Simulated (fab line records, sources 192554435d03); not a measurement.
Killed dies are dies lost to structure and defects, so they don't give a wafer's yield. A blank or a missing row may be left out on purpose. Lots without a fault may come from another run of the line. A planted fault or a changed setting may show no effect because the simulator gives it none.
A struck lot beside a sound one | flow n5_finfet | 26 steps out of a route of 1938
Sound: wafers L178.1, L178.3, L178.6. Struck: wafers L188.3, L188.4, L188.6. The cause comes at the end.
At each step with rows: each side's tool, then ch and its chambers, then its first start. Under that, the readings that differ: sound wafers | struck wafers | difference of the means | sigmas: that difference in standard deviations of wafers without a fault.
alike: readings whose means differ by less than 2 such deviations, and words and numbers that are the same on both sides. not compared: withheld readings, readings that some wafer has no value for, bounds like >300 that may hide the same value, and numbers for which the record gives no deviation and whose values overlap.
The two part at a step that has a row with sigmas, a row that says differs or no value, or rows on one side only. Numbers that don't overlap but have no deviation are shown without sigmas and don't part them. A reading that every wafer of one side lacks parts them only if that side has two wafers or more.

N5_BEOL_M7_OVL_MEAS_12:
  sound on overlay-01 ch 0, day 11 13:19; struck on overlay-01 ch 0, day 13 21:14
  alike: M7_OVL
N5_BEOL_M7_INSPECT_13: inspects for defects (brightfield).
  sound on defect_inspect-01, day 11 13:20; struck on defect_inspect-01, day 13 21:16
  alike: raw_defect_count
N5_BEOL_M7_DESCUM_16: chemistry O2, time 7.9 s.
  sound on rie_diel-05 ch 0,3, day 11 13:23; struck on rie_diel-02 ch 0,1,2, day 13 21:18
  alike: drypump_motor_current_A, o2_flow_sccm, oes_product_au, rf_vpp_V, showerhead_plenum_p_Torr, throttle_valve_pct
  not compared: rf_hours_counter_h
then, 3 steps without rows for these wafers: N5_BEOL_M7_ETCH_61 (etches SiARC in CF4, target depth 45.5 nm, time 75.8 s); N5_BEOL_M7_ETCH_62 (etches SOC in N2/H2, target depth 110 nm, overetch 22 nm, time 165 s); N5_BEOL_M7_STRIP_68 (strips in N2/H2).
N5_BEOL_M7_STRIP_67: strips in CF4.
  sound on rie_diel-05 ch 0,3, day 11 13:37; struck on rie_diel-02 ch 0,1,2, day 13 21:32
  alike: drypump_motor_current_A, oes_product_au, rf_vpp_V, showerhead_plenum_p_Torr, throttle_valve_pct
  not compared: rf_hours_counter_h
N5_BEOL_M7_HM_OPEN_17: chemistry Cl2/BCl3, target TiN, target depth 20 nm, overetch 6 nm.
  sound on rie_metal-02 ch 0,1, day 11 13:40; struck on rie_metal-01 ch 0,1, day 13 21:37
  alike: drypump_motor_current_A, oes_ar_750_au, oes_product_au, throttle_valve_pct
  not compared: rf_hours_counter_h
N5_BEOL_M7_STRIP_19: strips in O2.
  sound on rie_diel-05 ch 1,3, day 11 13:46; struck on rie_diel-02 ch 1,2,3, day 13 22:07
  alike: drypump_motor_current_A, o2_flow_sccm, oes_product_au, rf_vpp_V, showerhead_plenum_p_Torr, throttle_valve_pct
  not compared: rf_hours_counter_h
N5_BEOL_M7_CD_MEAS_18: pitch 80 nm, target cd 40 nm.
  sound on cd_sem-02, day 11 13:50; struck on cd_sem-03, day 13 22:11
  alike: cd_nm
then, 2 steps without rows for these wafers: N5_BEOL_M7_COAT_63 (time 60 s, resist thk 60 nm); N5_BEOL_M7_COAT_64 (time 60 s, resist thk 12 nm).
N5_BEOL_M7_COAT_71: time 60 s, resist thk 5 nm.
  sound on litho_track-02 ch 0, day 11 13:58; struck on litho_track-02 ch 0, day 13 22:19
  reading              | sound                | struck               | difference | sigmas
  spin_speed_rpm (rpm) | 1498.8 1500.1 1499.9 | 1410.3 1412.8 1411.4 | -88.1      | -80
  alike: plate_temp_C
then, 6 steps without rows for these wafers: N5_BEOL_M7_COAT_22 (resist thk 30 nm); N5_BEOL_M7_EBR_24; N5_BEOL_M7_SOFTBAKE_23 (time 60 s); N5_BEOL_M7_EXPOSE_25 (exposes mask V6, target cd 40 nm); N5_BEOL_M7_PEB_26 (peb time 60 s); N5_BEOL_M7_DEVELOP_27 (develop time 30 s).
N5_BEOL_M7_CD_MEAS_28: target cd 40 nm.
  sound on cd_sem-03 ch 0, day 11 14:14; struck on cd_sem-02 ch 0, day 13 22:35
  alike: cd_nm
N5_BEOL_M7_OVL_MEAS_29:
  sound on overlay-02 ch 0, day 11 14:16; struck on overlay-01 ch 0, day 13 22:37
  alike: V6_OVL
N5_BEOL_M7_INSPECT_30: inspects for defects (brightfield).
  sound on defect_inspect-01, day 11 14:19; struck on defect_inspect-01, day 13 22:40
  reading          | sound       | struck      | difference | sigmas
  raw_defect_count | 486 457 531 | 436 377 241 | -140       | -2
then, 1 step without rows for these wafers: N5_BEOL_M7_DESCUM_33 (chemistry O2, time 7 s).
N5_BEOL_M7_ETCH_72: etches underlayer in N2/H2, target depth 6.5 nm, time 5.2 s.
  sound on rie_diel-06 ch 0,1,2, day 11 14:23; struck on rie_diel-05 ch 1,3, day 13 23:17
  reading                  | sound             | struck            | difference | sigmas
  model.etch.depth_nm (nm) | 5.013 5.017 5.005 | 5.162 5.174 5.181 | +0.161     |
  alike: drypump_motor_current_A, etch_rf_on_time_s, oes_product_au, rf_vpp_V, showerhead_plenum_p_Torr, throttle_valve_pct
  not compared: rf_hours_counter_h
N5_BEOL_M7_ETCH_65: etches SiARC in CF4, target depth 15.6 nm, time 26 s.
  sound on rie_diel-06 ch 0,1,2, day 11 14:24; struck on rie_diel-05 ch 1,3, day 13 23:18
  alike: drypump_motor_current_A, etch_rf_on_time_s, oes_product_au, rf_vpp_V, showerhead_plenum_p_Torr, throttle_valve_pct
  not compared: rf_hours_counter_h
then, 1 step without rows for these wafers: N5_PASSIVATION_PROBE_49.

WHERE THEY PART
First at N5_BEOL_M7_COAT_71; last, within this record, at N5_BEOL_M7_INSPECT_30. Later steps at which nothing parts them and some readings are alike: N5_BEOL_M7_ETCH_72, N5_BEOL_M7_ETCH_65.

WHY: what the simulator had put in
Process parameter drift: litho_track-02, from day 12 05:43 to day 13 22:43, at N5_BEOL_M7_COAT_71. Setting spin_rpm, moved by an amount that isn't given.
